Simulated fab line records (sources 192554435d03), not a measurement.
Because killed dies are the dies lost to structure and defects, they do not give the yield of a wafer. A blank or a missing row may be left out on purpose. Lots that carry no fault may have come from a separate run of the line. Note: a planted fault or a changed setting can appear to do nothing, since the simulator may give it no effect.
Split-lot trial	flow n5_finfet	21 wafers read across 7 lots, on a route 1938 steps long

## THE SPLIT ITSELF
At N5_BEOL_M8_EXPOSE_25 (exposes mask V7, target cd 40 nm), the setting dose_mj was moved away from the recipe's 42.5 on 8 of the 21 wafers read, by -6.3% to +6.1%. The other wafers ran this setting at the recipe's value.

## FROM THE SPLIT TO THE READING: what the file shows between them, 2 steps
- N5_BEOL_M8_PEB_26: peb time 60 s
- N5_BEOL_M8_DEVELOP_27: develop time 30 s

## THE READING
cd_nm at N5_BEOL_M8_CD_MEAS_28, given in nm (cd target 40 nm). Typical for fault-free wafers on this fab line: 40.00 nm, with standard deviation 0.25 nm.

wafer	tool, chamber at the split	dose_mj as run	against the recipe	cd_nm, nm	against lot-mates on the recipe
L077.2	euv_scanner-02, 0	40.63	-4.4%	38.89	-1.22
L077.4	euv_scanner-02, 0	42.5	recipe	40.11	-
L077.5	euv_scanner-02, 0	40.63	-4.4%	39.13	-0.98
L075.1	euv_scanner-01, 0	39.81	-6.3%	38.80	-1.41
L075.5	euv_scanner-01, 0	42.5	recipe	40.24	-
L075.6	euv_scanner-01, 0	42.5	recipe	40.18	-
L081.2	euv_scanner-02, 0	42.5	recipe	40.32	-
L081.4	euv_scanner-02, 0	42.5	recipe	40.45	-
L081.6	euv_scanner-02, 0	42.5	recipe	40.30	-
L090.4	euv_scanner-02, 0	43.61	+2.6%	40.54	+0.65
L090.5	euv_scanner-02, 0	42.5	recipe	39.89	-
L090.6	euv_scanner-02, 0	43.61	+2.6%	40.71	+0.82
L091.3	euv_scanner-01, 0	42.5	recipe	39.92	-
L091.5	euv_scanner-01, 0	42.5	recipe	39.93	-
L091.6	euv_scanner-01, 0	42.5	recipe	39.87	-
L092.1	euv_scanner-02, 0	45.09	+6.1%	41.15	+1.60
L092.3	euv_scanner-02, 0	42.5	recipe	39.55	-
L092.4	euv_scanner-02, 0	45.09	+6.1%	41.18	+1.63
L093.1	euv_scanner-01, 0	41.23	-3.0%	39.03	-0.81
L093.3	euv_scanner-01, 0	42.5	recipe	39.95	-
L093.6	euv_scanner-01, 0	42.5	recipe	39.73	-

FIT RESULTS
A straight line over all 21 wafers: cd_nm changes by +0.209 nm for each +1% of dose_mj; r = +0.94; the points scatter about the line by 0.23 nm.
The same after taking each lot's own level away (the mean of its wafers on the recipe; 21 wafers): +0.254 nm for each +1%; r = +0.99; scatter 0.085 nm.
According to that fit, moving dose_mj by its largest amount changes the reading by 1.6 nm.
The lots' own levels span 39.550 to 40.357 nm, that is 3.2 times the standard deviation above.
So the slope is not independent of the lot-to-lot level: the two fits are not the same.
Check: -1.65 nm against its lot-mates is what the line predicts for one of the wafers moved furthest among these (-6.3%) when that wafer is left out of the fit. Against them it came out at -1.41 nm.

## ADDITIONAL SPLITS CARRIED BY THESE WAFERS
Note: prior to the reading, these wafers also went through further splits. Each is held against what the fit with the lots' levels taken away leaves over:
other split on the same wafers	wafers away from the commonest value	r with cd_nm (lot level and that fit taken away)
N5_BEOL_M6_TRENCH_ETCH_37 time_s	8	+0.13
N5_BEOL_M7_DEP_56 time_s	10	-0.12

## THE WHOLE CHAIN: every reading that the file lists as answering this split, in the file's order
step	what it does	reading	change (the file's fit)	r (the file's)
N5_BEOL_M8_CD_MEAS_28	target cd 40 nm	cd_nm	+0.249 nm for each +1% of the setting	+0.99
N5_BEOL_M8_DESCUM_33	chemistry O2, time 7 s	BEOL_M8.cd_nm (the simulator's own value, which no gauge read)	+0.231 nm for each +1% of the setting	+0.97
N5_BEOL_M8_ETCH_65	etches SiARC in CF4, target depth 15.6 nm, time 26 s	BEOL_M8.cd_nm (the simulator's own value, which no gauge read)	+0.223 nm for each +1% of the setting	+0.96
N5_BEOL_M8_ETCH_66	etches SOC in N2/H2, target depth 80 nm, overetch 16 nm, time 120 s	BEOL_M8.cd_nm (the simulator's own value, which no gauge read)	+0.207 nm for each +1% of the setting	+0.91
N5_BEOL_M8_VIA_ETCH_34	etches SiCOH lowk in C4F6/O2, target depth 125.5 nm, time 50.5 s	BEOL_M8.cd_nm (the simulator's own value, which no gauge read)	+0.194 nm for each +1% of the setting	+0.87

## FILE'S OWN FIT
cd_nm changes by +0.249 nm for each +1% of dose_mj, r = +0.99.
